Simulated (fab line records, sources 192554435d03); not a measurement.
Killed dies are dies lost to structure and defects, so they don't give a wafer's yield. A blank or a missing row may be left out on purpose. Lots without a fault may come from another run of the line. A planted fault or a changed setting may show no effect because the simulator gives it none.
Which tool did it? | flow n5_finfet | 10 lots, 30 wafers sampled, at 5 steps of a route of 1938

WHAT THE GAUGES READ, wafer by wafer
N5_BEOL_M2_OVL_MEAS_12. Usual: M2_OVL -0.6 nm, standard deviation 0.72.
lot  | measured     | on         | M2_OVL (nm)    | flag
L788 | day 6 19:47  | overlay-01 | -1.9 -0.9 -2.4 |
L789 | day 7 07:56  | overlay-02 | -0.6 -0.7 -1.1 |
L790 | day 7 20:56  | overlay-02 | -0.1 -0.1 -0.1 |
L796 | day 8 18:23  | overlay-02 | -0.7 -0.1 -1.0 |
L801 | day 10 19:17 | overlay-02 | -0.1 -0.3 -1.2 |
L803 | day 10 20:24 | overlay-01 | -1.3 -1.6 -0.7 |
L806 | day 11 09:02 | overlay-01 | 0.9 0.4 -0.1   |
L808 | day 11 21:58 | overlay-02 | 0.0 -0.3 0.4   |
L810 | day 12 07:10 | overlay-02 | -0.5 -0.5 -1.5 |
L809 | day 12 07:38 | overlay-01 | -1.9 -0.7 -2.4 |

N5_BEOL_M4_RC_MEAS_101. Usual: DIBL_N 35.8 mV/V, standard deviation 1.6; DIBL_P 36.0 mV/V, standard deviation 1.9; IOFF_N 0.151 nA/um, standard deviation 0.029; IOFF_P 0.21 nA/um, standard deviation 0.037; ION_N 673 uA/um, standard deviation 12; ION_P 463 uA/um, standard deviation 7.3; SS_N 71.5 mV/dec, standard deviation 0.58; SS_P 73.2 mV/dec, standard deviation 0.61; VT_N 251 mV, standard deviation 3.3; VT_P -250 mV, standard deviation 3.3.
lot  | measured     | on        | DIBL_N (mV/V)  | DIBL_P (mV/V)  | IOFF_N (nA/um)    | IOFF_P (nA/um) | ION_N (uA/um) | ION_P (uA/um) | SS_N (mV/dec)  | SS_P (mV/dec)  | VT_N (mV)   | VT_P (mV)      | flag
L788 | day 7 23:23  | prober-01 | 34.9 36.3 36.6 | 32.7 35.0 35.8 | 0.118 0.145 0.162 | 0.16 0.19 0.22 | 658 676 675   | 451 466 467   | 71.1 71.4 71.1 | 71.6 73.5 73.3 | 255 252 247 | -254 -251 -248 |
L789 | day 8 18:42  | prober-01 | 36.8 35.3 34.1 | 36.7 34.5 33.3 | 0.151 0.128 0.108 | 0.20 0.17 0.15 | 668 657 652   | 456 457 452   | 72.1 71.0 71.1 | 73.5 72.6 72.0 | 253 254 257 | -252 -253 -253 |
L790 | day 9 12:37  | prober-01 | 37.9 35.4 36.3 | 38.3 34.5 35.2 | 0.189 0.134 0.162 | 0.27 0.20 0.22 | 690 679 677   | 472 465 466   | 71.9 71.2 70.9 | 74.3 73.4 73.4 | 247 251 248 | -244 -248 -247 |
L796 | day 9 21:20  | prober-02 | 34.8 34.7 35.2 | 35.5 36.2 35.7 | 0.154 0.152 0.161 | 0.22 0.24 0.23 | 681 685 672   | 478 478 460   | 71.6 71.5 72.5 | 72.6 72.9 73.2 | 254 253 250 | -247 -244 -245 |
L801 | day 11 21:02 | prober-02 | 38.4 37.6 35.3 | 38.4 36.6 34.5 | 0.191 0.158 0.130 | 0.24 0.20 0.18 | 689 674 651   | 473 455 448   | 71.1 71.8 71.3 | 73.7 73.1 73.1 | 247 251 252 | -250 -252 -252 |
L803 | day 12 14:29 | prober-02 | 35.2 38.9 35.8 | 33.6 39.2 35.5 | 0.151 0.229 0.163 | 0.21 0.31 0.24 | 688 695 678   | 470 476 470   | 71.8 71.9 72.0 | 73.0 74.0 73.4 | 250 244 248 | -247 -245 -246 |
L806 | day 12 20:47 | prober-02 | 35.8 33.0 35.1 | 36.4 32.9 35.1 | 0.151 0.107 0.144 | 0.23 0.17 0.21 | 665 649 672   | 460 454 461   | 71.4 70.8 71.1 | 72.8 72.0 73.1 | 251 252 252 | -247 -252 -250 |
L808 | day 13 18:34 | prober-01 | 37.7 36.0 35.0 | 38.0 36.1 33.9 | 0.210 0.178 0.142 | 0.29 0.24 0.20 | 692 681 678   | 477 473 467   | 72.4 71.2 71.7 | 73.5 73.3 72.5 | 247 246 250 | -245 -248 -250 |
L810 | day 14 02:34 | prober-01 | 34.7 35.3 34.8 | 35.1 36.0 35.4 | 0.136 0.142 0.128 | 0.19 0.21 0.20 | 671 664 660   | 457 459 456   | 70.9 71.9 71.4 | 72.2 73.1 72.6 | 252 252 254 | -252 -251 -253 |
L809 | day 14 02:12 | prober-02 | 38.5 35.4 36.8 | 38.6 35.1 37.2 | 0.170 0.135 0.166 | 0.23 0.19 0.22 | 670 671 679   | 464 456 461   | 72.0 71.2 71.5 | 73.9 72.6 73.7 | 251 250 250 | -251 -253 -249 |

WHICH TOOL RAN EACH LOT (tool, then ch and the chambers of the sampled wafers, then the start)
lot  | N5_BEOL_M1_SPUTTER_81        | N5_BEOL_M1_SPUTTER_92        | N5_BEOL_M2_PECVD_72
L788 | pvd_sputter-03, day 6 16:34  | pvd_sputter-03, day 6 17:27  | pecvd-04 ch 0,2, day 6 19:07
L789 | pvd_sputter-03, day 7 04:42  | pvd_sputter-03, day 7 05:35  | pecvd-03 ch 0,1, day 7 07:14
L790 | pvd_sputter-01, day 7 17:43  | pvd_sputter-01, day 7 18:35  | pecvd-02 ch 0,1, day 7 20:16
L796 | pvd_sputter-03, day 8 15:20  | pvd_sputter-03, day 8 16:13  | pecvd-02 ch 0,2, day 8 17:53
L801 | pvd_sputter-03, day 10 12:19 | pvd_sputter-03, day 10 13:12 | pecvd-02 ch 0,1,2, day 10 15:11
L803 | pvd_sputter-02, day 10 17:02 | pvd_sputter-02, day 10 17:55 | pecvd-02 ch 0,2, day 10 19:35
L806 | pvd_sputter-02, day 11 05:38 | pvd_sputter-02, day 11 06:31 | pecvd-03 ch 1,2, day 11 08:10
L808 | pvd_sputter-03, day 11 18:25 | pvd_sputter-03, day 11 19:17 | pecvd-03 ch 0,1, day 11 20:58
L810 | pvd_sputter-01, day 12 00:50 | pvd_sputter-01, day 12 01:43 | pecvd-04 ch 0,1,2, day 12 03:23
L809 | pvd_sputter-03, day 12 03:36 | pvd_sputter-03, day 12 04:29 | pecvd-04 ch 1,2, day 12 06:11
- N5_BEOL_M1_SPUTTER_81: material Cu, target thk 4.5 nm, time 8.29 s.
- N5_BEOL_M1_SPUTTER_92: material Cu, target thk 4.5 nm, time 8.29 s.
- N5_BEOL_M2_PECVD_72: deposits SiO2 from TEOS/O2, target thk 16 nm, time 18 s.

WHAT THE TOOLS THEMSELVES READ (means of the sampled wafers that have a number; where no wafer has one, the mark that the record gives instead)
N5_BEOL_M1_SPUTTER_81. Usual: chuck_gas_flow_sccm 1.25 sccm, standard deviation 0.054; throttle_valve_pct 29.9 %, standard deviation 1.1.
lot  | tool           | chuck_gas_flow_sccm (sccm) | throttle_valve_pct (%) | flag
L788 | pvd_sputter-03 | 1.19                       | 29.2                   |
L789 | pvd_sputter-03 | 1.26                       | 29.6                   |
L790 | pvd_sputter-01 | 1.28                       | 30.4                   |
L796 | pvd_sputter-03 | 1.23                       | 29.2                   |
L801 | pvd_sputter-03 | 1.26                       | 29.5                   |
L803 | pvd_sputter-02 | 1.22                       | 29.7                   |
L806 | pvd_sputter-02 | 1.25                       | 30.9                   |
L808 | pvd_sputter-03 | 1.21                       | 29.8                   |
L810 | pvd_sputter-01 | 1.29                       | 29.6                   |
L809 | pvd_sputter-03 | 1.25                       | 29.7                   |

N5_BEOL_M1_SPUTTER_92. Usual: chuck_gas_flow_sccm 1.26 sccm, standard deviation 0.052; throttle_valve_pct 30.0 %, standard deviation 1.2.
lot  | tool           | chuck_gas_flow_sccm (sccm) | throttle_valve_pct (%) | flag
L788 | pvd_sputter-03 | 1.27                       | 29.1                   |
L789 | pvd_sputter-03 | 1.19                       | 29.5                   |
L790 | pvd_sputter-01 | 1.26                       | 30.4                   |
L796 | pvd_sputter-03 | 1.34                       | 29.2                   |
L801 | pvd_sputter-03 | 1.25                       | 29.7                   |
L803 | pvd_sputter-02 | 1.25                       | 29.8                   |
L806 | pvd_sputter-02 | 1.25                       | 30.8                   |
L808 | pvd_sputter-03 | 1.22                       | 29.8                   |
L810 | pvd_sputter-01 | 1.31                       | 29.5                   |
L809 | pvd_sputter-03 | 1.23                       | 29.7                   |

N5_BEOL_M2_PECVD_72. Usual: heater_power_w 698 W, standard deviation 94; showerhead_plenum_p_Torr 8.78 Torr, standard deviation 0.04; susceptor_temp_C 400.02 C, standard deviation 0.23; throttle_valve_pct 22.0 %, standard deviation 0.88.
lot  | tool     | heater_power_w (W) | showerhead_plenum_p_Torr (Torr) | susceptor_temp_C (C) | throttle_valve_pct (%) | flag
L788 | pecvd-04 | 743                | 8.76                            | 400.36               | 22.9                   |
L789 | pecvd-03 | 698                | 8.75                            | 400.01               | 22.1                   |
L790 | pecvd-02 | 647                | 8.78                            | 399.95               | 21.5                   |
L796 | pecvd-02 | 731                | 8.78                            | 400.15               | 21.6                   |
L801 | pecvd-02 | 745                | 8.80                            | 400.06               | 21.3                   |
L803 | pecvd-02 | 698                | 8.78                            | 405.94               | 21.8                   | OFF
L806 | pecvd-03 | 599                | 8.84                            | 399.95               | 23.1                   |
L808 | pecvd-03 | 661                | 8.74                            | 400.43               | 23.0                   |
L810 | pecvd-04 | 708                | 8.78                            | 400.12               | 21.3                   |
L809 | pecvd-04 | 741                | 8.77                            | 399.97               | 20.8                   |

THE ANSWER, worked out from the rows above alone
Rule: a lot is off if the mean of its wafers that have a number lies more than 3 standard deviations from the usual mean. A lot without any number at a reading at which 4 lots or more have one is off too. The other lots that the step has rows for count as sound. The gauges are gone through in route order, then the tools' own readings, and for those a lot's mean is taken as printed above. The first step at which some lot is off is used, and at that step the reading that is off furthest; a lot without a number counts as furthest.
Off: L803, at N5_BEOL_M2_PECVD_72 (susceptor_temp_C).
A tool fits if, at that step or a process step before it, it ran every lot that is off, and no sound lot after the first of them. One fits: pecvd-02 at N5_BEOL_M2_PECVD_72. Its last sound lot is L801 (day 10 15:11), its first lot that is off L803 (day 10 19:35): a fault that began between those two fits.
The tool's own readings at N5_BEOL_M2_PECVD_72 bear it out: on the lots that are off they differ by more than 5 times the standard deviation of the sound lots' means. susceptor_temp_C reads 405.94 C there against 400.11 C on the sound lots.

WHAT THE SIMULATOR HAD PUT IN
Process parameter drift: pecvd-02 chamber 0, from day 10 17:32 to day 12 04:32, at N5_BEOL_M2_PECVD_72. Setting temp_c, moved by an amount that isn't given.
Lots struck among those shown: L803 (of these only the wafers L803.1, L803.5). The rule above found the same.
